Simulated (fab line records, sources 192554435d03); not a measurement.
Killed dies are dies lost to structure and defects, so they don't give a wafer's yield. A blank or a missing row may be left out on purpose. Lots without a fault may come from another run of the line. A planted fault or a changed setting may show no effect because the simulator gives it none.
Chamber matching | flow n5_finfet | N5_SDB_ETCH_17 on rie_diel-01: 4 sister chambers
The step etches SiARC in CF4, target depth 23.4 nm, time 39 s. 14 wafers are shown with their chamber, then 6 later ones without.

WAFERS WITH THEIR CHAMBER
wafer  | chamber | showerhead_plenum_p_Torr (Torr) | drypump_motor_current_A (A) | throttle_valve_pct (%)
L906.1 | 0       | 2.27                            | 6.2                         | 15.41
L906.4 | 3       | 2.14                            | 6.4                         | 15.33
L906.5 | 3       | 2.14                            | 6.4                         | 15.32
L908.2 | 1       | 2.13                            | 6.0                         | 15.88
L908.6 | 0       | 2.27                            | 6.2                         | 15.42
L910.2 | 1       | 2.13                            | 5.9                         | 15.86
L910.3 | 2       | 2.14                            | 5.5                         | 15.44
L910.4 | 3       | 2.13                            | 6.4                         | 15.36
L918.1 | 3       | 2.13                            | 6.4                         | 15.36
L918.2 | 2       | 2.14                            | 5.5                         | 15.46
L918.6 | 1       | 2.12                            | 5.9                         | 15.89
L923.3 | 3       | 2.13                            | 6.4                         | 15.37
L923.5 | 2       | 2.13                            | 5.6                         | 15.49
L923.6 | 1       | 2.12                            | 5.9                         | 15.92

SIGNATURES (means of the wafers above)
reading                  | chamber 0 | chamber 1 | chamber 2 | chamber 3 | scatter within a chamber
showerhead_plenum_p_Torr | 2.2700    | 2.1250    | 2.1367    | 2.1340    | 0.00535
drypump_motor_current_A  | 6.200     | 5.925     | 5.533     | 6.400     | 0.0376
throttle_valve_pct       | 15.4150   | 15.8875   | 15.4633   | 15.3480   | 0.0225
Rule: a wafer's distance from a chamber is the root of the sum, over the readings, of the square of ((its reading less the chamber's mean) divided by the reading's scatter). The wafer belongs to the nearest chamber; if the next one is less than 2 further off, it can't be placed. The scatter: the root of (the sum of the squares of (reading less its chamber's mean) over the shown wafers, divided by (wafers less chambers)).

WAFERS WITHOUT THEIR CHAMBER
wafer  | showerhead_plenum_p_Torr (Torr) | drypump_motor_current_A (A) | throttle_valve_pct (%)
L925.1 | 2.26                            | 6.2                         | 15.49
L925.3 | 2.13                            | 5.5                         | 15.51
L925.4 | 2.12                            | 6.5                         | 15.38
L926.1 | 2.12                            | 6.4                         | 15.42
L926.3 | 2.13                            | 5.5                         | 15.52
L926.6 | 2.26                            | 6.2                         | 15.50

WHICH CHAMBER EACH WENT THROUGH
wafer  | from the rows above | in truth
L925.1 | 0                   | 0
L925.3 | 2                   | 2
L925.4 | 3                   | 3
L926.1 | 3                   | 3
L926.3 | 2                   | 2
L926.6 | 0                   | 0
Placed correctly: 6 of 6. Can't be placed from these rows: 0. Placed wrongly: 0.
